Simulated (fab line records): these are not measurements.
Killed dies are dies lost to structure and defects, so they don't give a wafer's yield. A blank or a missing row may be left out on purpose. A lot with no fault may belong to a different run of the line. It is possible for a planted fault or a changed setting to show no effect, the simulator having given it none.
Matching of chambers -- flow n5Finfet -- N5_PMOS_HMC_CHANNEL_EPI_HM_DEP_34 on pecvd-03: 3 sister chambers
The step deposits SiO2 from TEOS/O2, target thk 36 nm, time 6.9 s. 6 wafers are shown with their chamber, then 8 later ones without.

## WAFERS PAIRED WITH THEIR CHAMBERS
wafer,chamber,throttleValvePct (%),showerheadPlenumPTorr (Torr)
L091.1,2,19.2,8.40
L091.3,1,17.7,8.36
L091.6,1,17.3,8.37
L092.2,2,19.2,8.36
L092.5,0,18.4,8.40
L094.2,0,18.4,8.40

## WAFERS WITH NO CHAMBER GIVEN
wafer,throttleValvePct (%),showerheadPlenumPTorr (Torr)
L094.3,19.2,8.39
L094.4,18.2,8.39
L095.4,17.2,8.36
L095.5,19.0,8.37
L095.6,18.4,8.40
L096.1,18.9,8.40
L096.3,17.5,8.38
L096.5,19.2,8.39

## WHICH CHAMBER EACH WENT THROUGH
wafer,from the rows above,in truth
L094.3,2,2
L094.4,0,0
L095.4,1,1
L095.5,2,2
L095.6,0,0
L096.1,can't be placed: 2 or 0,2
L096.3,1,1
L096.5,2,2
Placed correctly: 7 of 8. From these rows, 1 cannot be placed; in 1 the true chamber is one of the candidates. 0 placed wrongly.
How it was worked out, from the rows above alone: a wafer's distance from a chamber is the root of the sum, over the readings, of the square of ((its reading less the chamber's mean) divided by the reading's scatter). The wafer belongs to the nearest chamber; if the next one is less than 2 further off, it can't be placed. For every chamber, the mean is computed from those of its wafers that are shown. The scatter: take each reading less its chamber's mean, square it, sum over the shown wafers, divide by the number of wafers less the number of chambers, and take the root.
